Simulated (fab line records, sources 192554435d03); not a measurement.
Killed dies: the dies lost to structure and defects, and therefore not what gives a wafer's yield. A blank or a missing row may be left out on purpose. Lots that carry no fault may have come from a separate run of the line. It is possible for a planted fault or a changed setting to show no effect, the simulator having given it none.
Comparing a struck lot with a sound one | flow n5 finfet | 35 steps out of a route of 1938
Sound: these wafers, L562.3, L562.4, L562.5. Wafers L570.2, L570.4 were the ones struck. The cause comes at the end.
Each step with rows lists, per side, the tool, then ch with its chambers, then its first start. Under that, the readings that differ: sound wafers | struck wafers | difference of the means | sigmas: that difference in standard deviations of wafers without a fault.
alike: same words and numbers on both sides, and readings whose means sit less than 2 such deviations apart. not compared: any withheld reading, any reading some wafer has no value for, any bound like >300 that may hide the same value, and any number with overlapping values for which the record gives no deviation.
A row with sigmas, a row that says differs or no value, or rows on one side alone: a step with any of these is where the two part. Non-overlapping numbers with no deviation appear without sigmas and do not part them. A reading that every wafer of one side lacks parts them only if that side has two wafers or more.

first, 7 steps without rows for these wafers: N5_SD_EPI_P_SRD_25 (time 30 s); N5_SD_ACTIVATION_RTA_00 (time 0 s); N5_SD_ACTIVATION_LSA_01 (time 0.0008 s); N5_ILD0_LINER_00 (material SiNx, target thk 4 nm, pulse time 1 s, purge time 2 s); N5_ILD0_FCVD_FILL_01 (material SiO2 flowable, target thk 200 nm, time 328.3 s); N5_ILD0_CURE_02 (time 1800 s); N5_ILD0_CMP_03 (polishes, stops on SiNx, t overpolish 1.9 s, target thk 197.38 nm).
N5_ILD0_CMP_07: polishes SiO2 flowable, stops on poly-Si, t overpolish 1.18 s, target thk 138.88 nm.
  sound on cmp-04 ch 0,2,3, day 5 04:31; struck on cmp-04 ch 2,3, day 7 00:36
  reading                                              | sound         | struck    | difference | sigmas
  model.SiO2_flowable_of_ILD0_FCVD_FILL_01.thk nm (nm) | 139.6 139 138 | 136.4 137 | -2.2       |
  alike: motor current A, slurry flow ml min
  not compared: model.a-Si_of_DUMMY_GATE_CVD_03.thk nm
N5_ILD0_THK_MEAS_08:
  sound: film metro-02 at day 5 04:47; struck: film metro-01 at day 7 00:53
  reading     | sound             | struck      | difference | sigmas
  thk nm (nm) | 139.5 139.0 138.0 | 135.4 136.0 | -3.1       | -3
then, 23 steps without rows for these wafers: N5_ILD0_PRECLEAN_10 (cleans in NF3:NH3, afs cycles 5, time 20 s, sublimation time 60 s); N5_ILD0_ALD_15 (deposits SiNx, target thk 24 nm, pulse time 1 s, ald cycles 480); N5_ILD0_CMP_12 (polishes SiNx, stops on poly-Si, t overpolish 6 s, target thk 17.67 nm); N5_SDB_HM_DEP_00 (deposits SiNx from SiH4/NH3/N2, target thk 40 nm, time 35.3 s); N5_SDB_COAT_03 (time 60 s, resist thk 100 nm); N5_SDB_COAT_04 (time 60 s, resist thk 18 nm); N5_SDB_COAT_05 (resist thk 90 nm); N5_SDB_EBR_07; N5_SDB_SOFTBAKE_06 (time 60 s); N5_SDB_EXPOSE_08 (exposes mask SDB); N5_SDB_PEB_09 (peb time 60 s); N5_SDB_DEVELOP_10 (develop time 30 s); N5_SDB_DESCUM_16 (chemistry O2, time 7.9 s); N5_SDB_ETCH_17 (etches SiARC in CF4, target depth 23.4 nm, time 39 s); N5_SDB_ETCH_18 (etches SOC in N2/H2, target depth 100 nm, overetch 20 nm, time 150 s); N5_SDB_STRIP_19 (strips in N2/H2); N5_SDB_STRIP_21 (strips in CF4); N5_SDB_HM_OPEN_20 (chemistry CH3F/O2, target SiNx, stops on poly-Si, target depth 24 nm); N5_SDB_STRIP_22 (strips in N2/H2); N5_SDB_PRECLEAN_23 (cleans in dHF, time 30 s); N5_SDB_DUMMY_REMOVE_24 (chemistry TMAH, target poly-Si, stops on SiO2, target depth 142 nm, time 57 s, rinse time 30 s); N5_SDB_ETCH_25 (etches SiO2 in C4F6/O2, target depth 10 nm, time 3.3 s); N5_SDB_CUT_ETCH_26 (etches Si in HBr/Cl2/O2, target depth 129.6 nm, bt time 20 s, time 51.8 s).
N5_DUMMY_REMOVAL_HM_STRIP_01: strips SiNx in CH3F/O2, stops on poly-Si, target depth 4 nm, time 6.8 s.
  sound on rie diel-04 ch 0,1, day 5 12:41; struck on rie diel-06 ch 0,2, day 7 09:54
  alike: bias w, chamber pressure mTorr, drypump motor current A, mfc ar sccm, oes product au, rf vpp V, showerhead plenum p Torr, throttle valve pct
  not compared: rf hours counter h, model.a-Si_of_DUMMY_GATE_CVD_03.thk nm
N5_MOL_CONTACT_COAG_WET_ETCH_116: etches the open film in SC1-inhibited, target depth 4.6 nm, rinse time 30 s.
  sound on wet bench-01 ch 0,2,3, day 6 12:32; struck on wet bench-06 ch 0,5, day 8 18:10
  reading                                              | sound           | struck    | difference | sigmas
  model.SiO2_flowable_of_ILD0_FCVD_FILL_01.thk nm (nm) | 112.6 112 111.2 | 110 110.4 | -2         |
-- a jump in the record: the struck wafers' starts before and after are 7 days apart (it breaks off in module MOL_CONTACT_COAG and resumes in module PASSIVATION, where the first step shown is number 1936 of the route) --
N5_PASSIVATION_PROBE_49:
  sound: prober-01 at day 13 17:46; struck: prober-01 at day 16 02:56
  alike: killed_at_M0_to_M3, killed_at_M4_up, killed at contacts, killed at front end, killed at other, killed dies, killed open, killed short

WHERE THEY PART
Only at N5_ILD0_THK_MEAS_08, within this record. Later steps at which nothing parts them and some readings are alike: N5_DUMMY_REMOVAL_HM_STRIP_01, N5_PASSIVATION_PROBE_49.

WHY: what the simulator had put in
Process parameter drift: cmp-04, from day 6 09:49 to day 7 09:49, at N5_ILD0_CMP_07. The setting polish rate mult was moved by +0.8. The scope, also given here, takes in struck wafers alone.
